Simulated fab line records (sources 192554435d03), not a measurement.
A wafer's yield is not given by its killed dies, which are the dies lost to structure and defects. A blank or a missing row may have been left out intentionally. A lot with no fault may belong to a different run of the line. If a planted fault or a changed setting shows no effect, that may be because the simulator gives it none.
Which tool did it? ; flow n5-finfet ; 7 lots with 20 wafers sampled at 8 steps, on a route of 1938 steps

WHAT EACH GAUGE READ, for each wafer
N5_BEOL_M12_OCD_MEAS_35.
lot;measured;on;trench-depth-nm (nm)
L619;day 12 10:59;ocd-01;314 319 319
L624;day 12 23:53;ocd-02;318 314
L630;day 14 10:26;ocd-01;255 317 318
L634;day 15 17:43;ocd-01;313 256 318
L636;day 16 05:35;ocd-01;316 315 318
L640;day 17 10:25;ocd-02;325 322 322
L641;day 17 11:03;ocd-01;319 316 314

N5_BEOL_M12_THK_MEAS_50: measures by xrf.
lot;measured;on;M12_THK (nm)
L619;day 12 13:49;film-metro-02;313 317 315
L624;day 13 10:04;film-metro-02;320 315
L630;day 14 15:19;film-metro-01;253 314 317
L634;day 15 21:19;film-metro-02;311 253 315
L636;day 16 11:44;film-metro-01;307 309 309
L640;day 17 13:14;film-metro-02;323 321 322
L641;day 17 17:34;film-metro-01;321 320 314

N5_BEOL_M12_RS_MEAS_54: uses a four-point probe to measure.
lot;measured;on;M12_RS (ohm/sq)
L619;day 12 13:57;film-metro-01;0.0607 0.0599 0.0603
L624;day 13 10:11;film-metro-01;0.0601 0.0606
L630;day 14 15:26;film-metro-02;0.0761 0.0607 0.0601
L634;day 15 21:26;film-metro-02;0.0614 0.0763 0.0605
L636;day 16 11:52;film-metro-01;0.0608 0.0604 0.0602
L640;day 17 13:22;film-metro-02;0.0583 0.0590 0.0588
L641;day 17 17:43;film-metro-01;0.0595 0.0597 0.0607

N5_BEOL_M12_INSPECT_55: inspects for defects (darkfield).
lot;measured;on;raw-defect-count
L619;day 12 13:58;defect-inspect-01;75 77 72
L624;day 13 10:13;defect-inspect-01;50 42
L630;day 14 15:28;defect-inspect-01;167 89 121
L634;day 15 21:28;defect-inspect-01;85 50 77
L636;day 16 11:53;defect-inspect-01;51 58 51
L640;day 17 13:23;defect-inspect-01;100 56 95
L641;day 17 17:45;defect-inspect-01;43 80 50

N5_BEOL_M15_RC_MEAS_101.
lot;measured;on;COMB_M10 (S/m);COMB_M11 (S/m);COMB_M13 (S/m);COMB_M14 (S/m);COMB_M15 (S/m);COMB_M5 (S/m);COMB_M5_max_site (S/m);COMB_M6 (S/m);COMB_M7 (S/m);COMB_M8 (S/m);COMB_M9 (S/m);SERP_M10 (ohm/um);SERP_M11 (ohm/um);SERP_M12 (ohm/um);SERP_M12_max_site (ohm/um);SERP_M13 (ohm/um);SERP_M14 (ohm/um);SERP_M5 (ohm/um);SERP_M6 (ohm/um);SERP_M7 (ohm/um);SERP_M7_max_site (ohm/um);SERP_M8 (ohm/um);SERP_M9 (ohm/um)
L619;day 13 15:39;prober-02;1.5e-11 1.5e-11 1.4e-11;1.9e-11 1e-11 1.2e-11;5.7e-12 5.8e-12 6.1e-12;3.2e-12 2.2e-12 2.6e-12;2.3e-12 2.1e-12 2e-12;3.2e-11 4e-11 3.2e-11;4.4e-11 6.3e-11 4.2e-11;1.8e-11 2.9e-11 2.7e-11;1.8e-11 2.1e-11 2e-11;2.9e-11 2.5e-11 2.6e-11;2.2e-11 1.9e-11 1.7e-11;3.04 3.03 3.17;3.17 3.07 3.10;0.650 0.642 0.642;0.666 0.649 0.655;0.313 0.308 0.309;0.164 0.165 0.157;42.8 40.3 39.2;13.0 13.9 13.8;13.4 13.3 14.7;13.6 13.6 15.2;13.9 12.8 14.0;3.07 3.03 3.01
L624;day 14 18:19;prober-02;1.6e-11 2.1e-11;1.6e-11 1.3e-11;3e-12 2.7e-12;2e-12 3e-12;1.5e-12 1.5e-12;3.9e-11 3.4e-11;5.8e-11 4.9e-11;2.8e-11 1.8e-11;2.6e-11 2e-11;2.6e-11 2.8e-11;1.9e-11 1.3e-11;2.94 3.08;3.24 3.01;0.640 0.639;0.655 0.643;0.296 0.298;0.160 0.162;39.3 42.7;13.4 12.9;13.9 14.2;14.6 14.4;13.5 13.3;3.08 3.07
L630;day 15 16:15;prober-01;2e-11 1.2e-11 1.5e-11;1.6e-11 1.2e-11 1.7e-11;4.3e-12 4.4e-12 5.4e-12;3.9e-12 3.8e-12 3.4e-12;4.3e-12 3.1e-12 3.4e-12;3.2e-11 3.6e-11 2.8e-11;4.8e-11 5.5e-11 3.8e-11;2.5e-11 3e-11 2.8e-11;2.9e-11 2.1e-11 2.7e-11;3.6e-11 3.4e-11 3.6e-11;1.9e-11 2.6e-11 2e-11;3.17 3.09 3.02;3.35 3.16 3.26;0.814 0.655 0.643;0.822 0.658 0.654;0.308 0.311 0.310;0.161 0.162 0.163;40.6 37.3 38.6;13.5 14.3 14.3;13.9 13.0 14.1;14.4 13.6 14.5;14.0 13.6 15.0;3.06 3.36 3.04
L634;day 16 21:08;prober-02;1.4e-11 2e-11 2.2e-11;1.6e-11 1.4e-11 1.6e-11;5.1e-12 4.8e-12 4.3e-12;2.7e-12 3.6e-12 3.6e-12;2e-12 2.2e-12 2e-12;3.1e-11 4.1e-11 5.3e-11;4.3e-11 5.5e-11 5.8e-11;1.9e-11 1.8e-11 1.8e-11;2.4e-11 2.3e-11 2.3e-11;1.8e-11 3.5e-11 2.4e-11;1.8e-11 1.9e-11 1.3e-11;3.14 3.08 3.12;3.16 3.21 3.11;0.659 0.809 0.634;0.678 0.819 0.648;0.321 0.306 0.308;0.157 0.153 0.155;38.2 40.0 38.8;13.6 14.5 14.8;13.4 13.7 13.4;13.7 14.6 13.9;13.6 14.2 14.1;2.96 3.20 3.01
L636;day 17 09:29;prober-02;1.2e-11 1.3e-11 1.6e-11;9e-12 1.1e-11 1.3e-11;3.2e-12 4.6e-12 4.6e-12;1.3e-12 2.2e-12 2e-12;1.8e-12 1.9e-12 2.6e-12;3.3e-11 3.6e-11 3.1e-11;4.6e-11 4.5e-11 3.9e-11;2.7e-11 2.6e-11 1.9e-11;2.3e-11 2e-11 2.2e-11;2.8e-11 3.2e-11 2.7e-11;1.3e-11 1.4e-11 2e-11;3.18 3.19 3.19;3.19 3.22 3.19;0.647 0.668 0.649;0.657 0.679 0.665;0.310 0.306 0.310;0.171 0.156 0.168;37.2 40.6 43.2;13.8 13.3 13.2;13.0 13.1 13.6;13.7 13.7 14.4;12.6 13.3 13.6;3.13 3.13 3.10
L640;day 18 12:57;prober-02;1.1e-11 1.4e-11 1.6e-11;1.9e-11 2e-11 1.7e-11;4.3e-12 4.4e-12 4.8e-12;3.9e-12 3.1e-12 3.2e-12;3.7e-12 2.8e-12 2.9e-12;3.7e-11 3.1e-11 3.4e-11;5e-11 4.2e-11 6.5e-11;2.5e-11 2e-11 2.2e-11;2.1e-11 2.7e-11 2.4e-11;2.7e-11 2.4e-11 2.5e-11;1.1e-11 1.3e-11 1.1e-11;3.02 3.03 3.09;2.98 2.98 3.27;0.606 0.619 0.612;0.640 0.628 0.634;0.306 0.313 0.308;0.163 0.162 0.162;47.3 40.4 40.9;13.4 15.3 14.5;14.5 14.0 14.2;14.7 15.2 14.6;14.0 13.8 14.5;3.14 3.15 3.15
L641;day 18 14:02;prober-02;1.3e-11 1.5e-11 1.9e-11;2.4e-11 1.3e-11 1.8e-11;4.4e-12 4.1e-12 5.7e-12;3.5e-12 4e-12 3e-12;3.8e-12 1.7e-12 1.5e-12;3.1e-11 2.8e-11 4.3e-11;4e-11 4.7e-11 5.3e-11;3.1e-11 2.7e-11 2.9e-11;2.4e-11 2.8e-11 2.9e-11;3.4e-11 2.8e-11 2.8e-11;2.1e-11 1.1e-11 1.6e-11;3.22 3.23 3.12;3.10 3.01 3.00;0.631 0.638 0.652;0.644 0.656 0.663;0.307 0.296 0.308;0.159 0.159 0.154;36.5 38.2 41.4;13.3 14.6 13.3;14.0 14.6 14.4;14.6 15.4 14.9;14.0 13.9 14.2;3.00 3.35 3.00

EACH LOT AND THE TOOL THAT RAN IT (in order: tool; ch and the chambers of the sampled wafers; start)
lot;N5_BEOL_M11_SURFACE_TREAT_76;N5_BEOL_M12_TRENCH_ETCH_34;N5_BEOL_M12_ETCH_38
L619;pvd-sputter-01, day 12 07:26;rie-diel-03 ch 0,1,3, day 12 10:49;rie-diel-06 ch 1,2, day 12 11:57
L624;pvd-sputter-01, day 12 19:37;rie-diel-03 ch 0, day 12 23:44;rie-diel-01 ch 0,2, day 13 08:02
L630;pvd-sputter-01, day 14 06:38;rie-diel-03 ch 0,2,3, day 14 10:17;rie-diel-01 ch 0,3, day 14 13:47
L634;pvd-sputter-03, day 15 14:11;rie-diel-03 ch 0,1, day 15 17:34;rie-diel-06 ch 0,2,3, day 15 19:52
L636;pvd-sputter-01, day 16 00:58;rie-diel-01 ch 0,2,3, day 16 05:25;rie-diel-06 ch 1,2,3, day 16 10:11
L640;pvd-sputter-02, day 17 07:11;rie-diel-06 ch 2,3, day 17 10:16;rie-diel-01 ch 1,2, day 17 11:25
L641;pvd-sputter-02, day 17 07:19;rie-diel-01 ch 0,1,3, day 17 10:54;rie-diel-06 ch 0,2,3, day 17 15:05
- N5_BEOL_M11_SURFACE_TREAT_76
- N5_BEOL_M12_TRENCH_ETCH_34: etches SiOC in C4F8/O2/Ar, target depth 318.95 nm, time 125.5 s.
- N5_BEOL_M12_ETCH_38: etches SiCN in CF4/N2, target depth 68.7 nm, time 73.4 s.

AS READ BY THE TOOLS THEMSELVES (means over the sampled wafers that have a number; for cases with no such wafer, the mark the record gives instead)
N5_BEOL_M12_TRENCH_ETCH_34.
lot;tool;C4F8_flow_sccm (sccm);drypump-motor-current-A (A);oes-product-au (a.u.);rf-vpp-V (V);showerhead-plenum-p-Torr (Torr);throttle-valve-pct (%)
L619;rie-diel-03;14.97;5.6;0.78;666;3.38;24.09
L624;rie-diel-03;15.03;5.2;0.69;662;3.26;24.22
L630;rie-diel-03;15.01;5.6;0.74;667;3.44;24.35
L634;rie-diel-03;14.97;5.7;0.74;664;3.37;23.84
L636;rie-diel-01;15.01;5.6;0.81;663;3.32;24.23
L640;rie-diel-06;15.01;5.6;0.84;666;3.36;24.29
L641;rie-diel-01;15.01;5.8;0.81;662;3.33;24.16

N5_BEOL_M12_ETCH_38.
lot;tool;drypump-motor-current-A (A);oes-product-au (a.u.);rf-vpp-V (V);showerhead-plenum-p-Torr (Torr);throttle-valve-pct (%)
L619;rie-diel-06;5.2;0.80;382.7;2.20;15.61
L624;rie-diel-01;5.3;0.86;381.1;2.16;15.47
L630;rie-diel-01;5.7;0.82;380.8;2.15;15.26
L634;rie-diel-06;5.6;0.81;380.8;2.16;15.45
L636;rie-diel-06;5.5;0.86;382.5;2.17;15.45
L640;rie-diel-01;6.0;0.79;381.5;2.13;15.44
L641;rie-diel-06;5.5;0.81;380.5;2.15;15.47

THE ANSWER, worked out from the rows above alone
Rule: the usual values come from the lots themselves. Put in order of their means at a reading, lots are off if they are a third of the lots or fewer, leave a main group of 4 or more, and stand apart from it by a gap of 3 or more times the standard deviation of the main group's means; of several such gaps the widest counts. Not used: any main group whose means are identical at the precision the tables above print for the reading. Also off: a lot with no number at a reading for which 4 or more lots have one. The other lots that the step has rows for count as sound. After the gauges, taken in route order, come the tools' own readings; for these a lot's mean is taken, as printed above. The first step at which some lot is off is used, and at that step the reading that is off furthest; a lot without a number counts as furthest.
Off at N5_BEOL_M12_OCD_MEAS_35 (trench-depth-nm): L630, L634. The main group: mean 318 nm, standard deviation 2.6.
A tool fits if, at a process step before that reading, it ran every lot that is off, and no sound lot after the first of them. Not tried: the gauges at N5_BEOL_M12_OCD_MEAS_35; whatever is off there is also off at N5_BEOL_M12_THK_MEAS_50, on other tools, and gauge error can't account for it. One candidate fits, namely rie-diel-03 at N5_BEOL_M12_TRENCH_ETCH_34. A fault onset in the window from L624 (day 12 23:44, its last sound lot) to L630 (day 14 10:17, its first lot off) fits.

WHAT WAS PUT IN BY THE SIMULATOR
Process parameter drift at N5_BEOL_M12_TRENCH_ETCH_34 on rie-diel-03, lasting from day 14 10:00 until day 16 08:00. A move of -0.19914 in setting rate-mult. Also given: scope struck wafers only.
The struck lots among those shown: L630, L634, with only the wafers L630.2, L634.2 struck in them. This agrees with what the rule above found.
